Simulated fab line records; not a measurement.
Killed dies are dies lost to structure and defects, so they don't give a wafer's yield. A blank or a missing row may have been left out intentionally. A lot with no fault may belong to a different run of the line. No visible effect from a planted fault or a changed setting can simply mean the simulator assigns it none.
The tool behind it: which one? :: flow n5-finfet :: 8 lots (24 wafers sampled), 1 step of a 1938-step route

WHAT THE GAUGES READ, wafer by wafer
N5_BEOL_M4_RC_MEAS_101.
lot: L526
measured: day 8 08:48
on: prober-02
DIBL_N (mV/V): 37.4 36.6 35.1

lot: L530
measured: day 9 14:52
on: prober-02
DIBL_N (mV/V): 36.4 35.3 37.1

lot: L535
measured: day 10 23:00
on: prober-01
DIBL_N (mV/V): 38.0 38.7 37.4

lot: L538
measured: day 11 07:52
on: prober-02
DIBL_N (mV/V): 37.6 35.9 37.7

lot: L539
measured: day 12 15:04
on: prober-01
DIBL_N (mV/V): 38.5 33.3 37.5

lot: L540
measured: day 12 15:14
on: prober-02
DIBL_N (mV/V): 33.8 36.3 40.6

lot: L541
measured: day 12 18:20
on: prober-02
DIBL_N (mV/V): 34.3 34.9 35.1

lot: L546
measured: day 13 20:07
on: prober-01
DIBL_N (mV/V): 35.2 35.2 35.2

EACH LOT AND THE TOOL THAT RAN IT (in order: tool; ch and the chambers of the sampled wafers; start)
The record shows no process step preceding these readings.

THE ANSWER, worked out from the rows above alone
Rule: what is usual is taken from the lots themselves. The widest of any qualifying gaps counts: lots, ordered by their means at a reading, are off when they make up no more than a third of the lots, leave a main group of 4 or more, and stand apart from it by 3 or more times the standard deviation of that group's means. Not used: any main group whose means are identical at the precision the tables above print for the reading. A lot without any number at a reading at which 4 lots or more have one is off too. All remaining lots with rows at the step are treated as sound.
No lot is off on any of the readings shown, so nothing can be concluded from this.

WHAT HAD BEEN PUT IN BY THE SIMULATOR
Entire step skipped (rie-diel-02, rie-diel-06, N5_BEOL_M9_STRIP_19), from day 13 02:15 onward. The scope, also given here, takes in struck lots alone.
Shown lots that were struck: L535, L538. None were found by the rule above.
